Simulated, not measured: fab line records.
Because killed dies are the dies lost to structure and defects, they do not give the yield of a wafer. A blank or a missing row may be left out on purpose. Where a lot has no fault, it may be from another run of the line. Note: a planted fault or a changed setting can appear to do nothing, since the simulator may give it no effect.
2 desks looking at one fault | flow n5Finfet | each desk has only its own numbers; what lay behind them comes last

== THE METROLOGY DESK ==
Means of the sampled wafers that have a number, per lot and without regard to the tool the lot ran on: this is what the gauges read. The brackets show how far a lot's mean lies from the usual mean; more than 4 standard deviations puts the lot out of limits, marked OUT. Shown here are 7 of its 10 readings, the ones lying furthest out on some lot.
Columns: A = DIBL_P at N5_BEOL_M4_RC_MEAS_101, usual 36.7 mV/V; B = IOFF_N at N5_BEOL_M4_RC_MEAS_101, usual 0.16 nA/um; C = IOFF_P at N5_BEOL_M4_RC_MEAS_101, usual 0.21 nA/um; D = ION_N at N5_BEOL_M4_RC_MEAS_101, usual 673 uA/um; E = ION_P at N5_BEOL_M4_RC_MEAS_101, usual 461 uA/um; F = SS_P at N5_BEOL_M4_RC_MEAS_101, usual 73.4 mV/dec; G = VT_P at N5_BEOL_M4_RC_MEAS_101, usual -251 mV
lot  | first seen here | A    | B    | C    | D   | E   | F    | G
L377 | day 8 12:43     | 36.5 | 0.16 | 0.20 | 670 | 459 | 73.8 | -252
L383 | day 10 00:03    | 39.5 | 0.19 | 0.25 | 670 | 459 | 74.8 | -251
L384 | day 10 02:05    | 35.1 | 0.13 | 0.16 | 661 | 451 | 73.2 | -253
L386 | day 11 02:20    | 38.7 | 0.20 | 0.24 | 689 | 469 | 74.1 | -251
L389 | day 11 03:21    | 36.7 | 0.16 | 0.24 | 669 | 465 | 73.6 | -247
Finding of this desk: none of the 5 lots has anything out of limits.

== TOOL OWNER'S DESK, rieDiel-02 ==
The tool's own readings at N5_BEOL_M1_VIA_ETCH_34 (etches the open film in C4F6/O2, target depth 67.8 nm, time 64.4 s): means of the sampled wafers that have a number, for each lot that ran on this tool. The brackets show how far a lot's mean lies from the usual mean; more than 4 standard deviations puts the lot out of limits, marked OUT. Of its 8 readings 7 are shown: the one that was out of limits first, and those that lie furthest out on some lot.
Columns: A = biasW at N5_BEOL_M1_VIA_ETCH_34, usual 170.1 W; B = drypumpMotorCurrentA at N5_BEOL_M1_VIA_ETCH_34, usual 5.8 A; C = oes_ar_750_au at N5_BEOL_M1_VIA_ETCH_34, usual 0.76 a.u.; D = oes_o_777_au at N5_BEOL_M1_VIA_ETCH_34, usual 0.77 a.u.; E = oesProductAu at N5_BEOL_M1_VIA_ETCH_34, usual 0.76 a.u.; F = rfVppV at N5_BEOL_M1_VIA_ETCH_34, usual 665 V; G = showerheadPlenumPTorr at N5_BEOL_M1_VIA_ETCH_34, usual 2.83 Torr
lot  | first seen here | A               | B   | C    | D    | E    | F   | G
L377 | day 6 12:19     | 169.6           | 5.4 | 0.81 | 0.80 | 0.82 | 677 | 2.75
L383 | day 8 06:22     | 146.0 (-46) OUT | 5.8 | 0.77 | 0.77 | 0.76 | 585 | 2.85
L384 | day 8 11:25     | 145.6 (-47) OUT | 5.8 | 0.82 | 0.82 | 0.80 | 577 | 2.97
L386 | day 9 12:14     | 145.8 (-47) OUT | 5.5 | 0.79 | 0.79 | 0.78 | 590 | 2.83
This desk's verdict: out of limits on L383, L384, L386, starting with L383 at day 8 06:22 (biasW at N5_BEOL_M1_VIA_ETCH_34). L377 stayed within limits.

== ALL TOGETHER ==
The tool owner's desk had the chance to raise an alarm at day 8 06:22 on L383, L384, L386.
Metrology desk: nothing out of limits seen.
The metrology desk holds a record of L383, L384, L386, inside its limits.
All the named lots went through N5_BEOL_M1_VIA_ETCH_34 on rieDiel-02.

== WHAT HAD BEEN PUT IN BY THE SIMULATOR ==
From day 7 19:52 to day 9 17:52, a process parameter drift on rieDiel-02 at N5_BEOL_M1_VIA_ETCH_34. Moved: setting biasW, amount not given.
Struck lots among those shown: L383, L384, L386.
Time in hours from fault onset to the first out-of-limits reading at each desk: the tool owner's desk, 10.
